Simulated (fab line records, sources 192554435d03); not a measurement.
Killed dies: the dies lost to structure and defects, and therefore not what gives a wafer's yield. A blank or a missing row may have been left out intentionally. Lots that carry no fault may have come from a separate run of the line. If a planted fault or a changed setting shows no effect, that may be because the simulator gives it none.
Matching of chambers | flow n5Finfet | N5_SD_EPI_P_ETCH_37 on rieDiel-06: 4 sister chambers
The step etches SOC in N2/H2, overetch 108 nm, time 486 s. 4 wafers are shown with their chamber, then 9 later ones without.

== WAFERS, EACH WITH ITS CHAMBER ==
wafer  | chamber | showerheadPlenumPTorr (Torr)
L081.6 | 1       | 2.46
L090.2 | 2       | 2.41
L091.4 | 3       | 2.64
L091.5 | 0       | 2.58

== WAFERS WITHOUT THEIR CHAMBER ==
wafer  | showerheadPlenumPTorr (Torr)
L093.1 | 2.58
L093.2 | 2.63
L093.4 | 2.46
L095.3 | 2.41
L095.4 | 2.63
L095.5 | 2.58
L097.2 | 2.58
L097.4 | 2.63
L097.6 | 2.63

== EACH ONE'S CHAMBER ==
wafer  | from the rows above | in truth
L093.1 | 0                   | 0
L093.2 | 3                   | 3
L093.4 | 1                   | 1
L095.3 | 2                   | 2
L095.4 | 3                   | 3
L095.5 | 0                   | 0
L097.2 | 0                   | 0
L097.4 | 3                   | 3
L097.6 | 3                   | 3
Correctly placed: 9 of 9. Number that these rows cannot place: 0. Placed wrongly: 0.
How it was worked out, from the rows above alone: a wafer's distance from a chamber is the root of the sum, over the readings, of the square of ((its reading less the chamber's mean) divided by the reading's scatter). The wafer belongs to the nearest chamber; if the next one is less than 2 further off, it can't be placed. The mean given for a chamber averages the wafers shown for that chamber. The scatter: root of mean squared gap, hidden wafer to nearest shown wafer, with one shown wafer a chamber.
